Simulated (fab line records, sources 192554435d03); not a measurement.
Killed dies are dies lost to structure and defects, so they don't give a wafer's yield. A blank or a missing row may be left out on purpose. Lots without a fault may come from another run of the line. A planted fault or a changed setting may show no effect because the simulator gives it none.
Which tool did it? | flow n5_finfet | 11 lots, 33 wafers sampled, at 5 steps of a route of 1938

WHAT THE GAUGES READ, wafer by wafer
N5_PASSIVATION_CD_MEAS_10: target cd 3000 nm.
lot  | measured     | on        | cd_nm (nm)
L422 | day 13 15:47 | cd_sem-01 | 2998.7 2999.1 3000.3
L428 | day 14 19:19 | cd_sem-02 | 3000.1 2999.4 3000.9
L427 | day 15 00:04 | cd_sem-02 | 2998.7 3001.5 3001.3
L432 | day 16 00:41 | cd_sem-03 | 3000.0 3000.2 3003.6
L434 | day 16 09:28 | cd_sem-03 | 3001.2 2999.0 3001.3
L437 | day 16 13:57 | cd_sem-02 | 3000.4 2999.9 2999.9
L438 | day 17 19:23 | cd_sem-03 | 2999.3 2997.8 2999.1
L440 | day 17 22:02 | cd_sem-03 | 2994.0 2993.6 2999.9
L444 | day 19 03:04 | cd_sem-02 | 2998.3 2998.7 2998.0
L443 | day 19 03:07 | cd_sem-01 | 2996.5 2996.8 2993.8
L445 | day 20 04:27 | cd_sem-03 | 3001.5 3000.8 3000.5

WHICH TOOL RAN EACH LOT (tool, then ch and the chambers of the sampled wafers, then the start)
lot  | N5_MIM_BOT_SPUTTER_00        | N5_MIM_TOP_ALD_00                | N5_MIM_TOP_LITHO_DESCUM_10         | N5_PASSIVATION_DEVELOP_09
L422 | pvd_sputter-03, day 13 10:50 | ald_hk-03 ch 0,2, day 13 10:56   | rie_diel-04 ch 0,2,3, day 13 12:36 | litho_track-05 ch 0, day 13 15:40
L428 | pvd_sputter-02, day 14 14:22 | ald_hk-01 ch 1,3, day 14 14:28   | rie_diel-03 ch 0,1,3, day 14 16:47 | litho_track-03 ch 0, day 14 19:13
L427 | pvd_sputter-02, day 14 17:23 | ald_hk-02 ch 1,2,3, day 14 17:27 | rie_diel-04 ch 0,2,3, day 14 20:16 | litho_track-01 ch 0, day 14 23:56
L432 | pvd_sputter-03, day 15 20:41 | ald_hk-02 ch 1,2, day 15 20:47   | rie_diel-01 ch 0,2, day 15 22:31   | litho_track-03 ch 0, day 16 00:34
L434 | pvd_sputter-02, day 16 03:11 | ald_hk-03 ch 0,1,3, day 16 03:17 | rie_diel-03 ch 0,1,2, day 16 05:09 | litho_track-01 ch 0, day 16 09:21
L437 | pvd_sputter-03, day 16 08:16 | ald_hk-03 ch 1,2,3, day 16 08:22 | rie_diel-01 ch 0,1,2, day 16 09:37 | litho_track-05 ch 0, day 16 13:50
L438 | pvd_sputter-03, day 17 12:48 | ald_hk-02 ch 2,3, day 17 12:54   | rie_diel-04 ch 0,1,2, day 17 16:44 | litho_track-01 ch 0, day 17 19:16
L440 | pvd_sputter-02, day 17 17:15 | ald_hk-03 ch 0,1, day 17 17:21   | rie_diel-03 ch 0,2, day 17 19:00   | litho_track-01 ch 0, day 17 21:56
L444 | pvd_sputter-03, day 18 21:44 | ald_hk-01 ch 0,2, day 18 21:50   | rie_diel-03 ch 0,1, day 18 23:17   | litho_track-03 ch 0, day 19 02:58
L443 | pvd_sputter-03, day 18 21:51 | ald_hk-03 ch 0,2,3, day 18 21:57 | rie_diel-03 ch 1,2, day 18 23:22   | litho_track-01 ch 0, day 19 02:59
L445 | pvd_sputter-03, day 19 22:41 | ald_hk-01 ch 2,3, day 19 22:47   | rie_diel-04 ch 0,1, day 20 00:23   | litho_track-05 ch 0, day 20 04:20
- N5_MIM_BOT_SPUTTER_00: material TiN, target thk 35 nm, time 89.7 s.
- N5_MIM_TOP_ALD_00: deposits Al2O3, purge time 3 s, co reactant pulse time 3 s.
- N5_MIM_TOP_LITHO_DESCUM_10: chemistry O2, time 7.9 s.
- N5_PASSIVATION_DEVELOP_09: develop time 60 s.

THE ANSWER, worked out from the rows above alone
Rule: what is usual is taken from the lots themselves. Put in order of their means at a reading, lots are off if they are a third of the lots or fewer, leave a main group of 4 or more, and stand apart from it by a gap of 3 or more times the standard deviation of the main group's means; of several such gaps the widest counts. A main group whose means are all the same, to the digits that the tables above print for the reading, isn't used. A lot without any number at a reading at which 4 lots or more have one is off too. The other lots that the step has rows for count as sound.
No lot is off at any reading shown: from this, nothing can be told.

WHAT THE SIMULATOR HAD PUT IN
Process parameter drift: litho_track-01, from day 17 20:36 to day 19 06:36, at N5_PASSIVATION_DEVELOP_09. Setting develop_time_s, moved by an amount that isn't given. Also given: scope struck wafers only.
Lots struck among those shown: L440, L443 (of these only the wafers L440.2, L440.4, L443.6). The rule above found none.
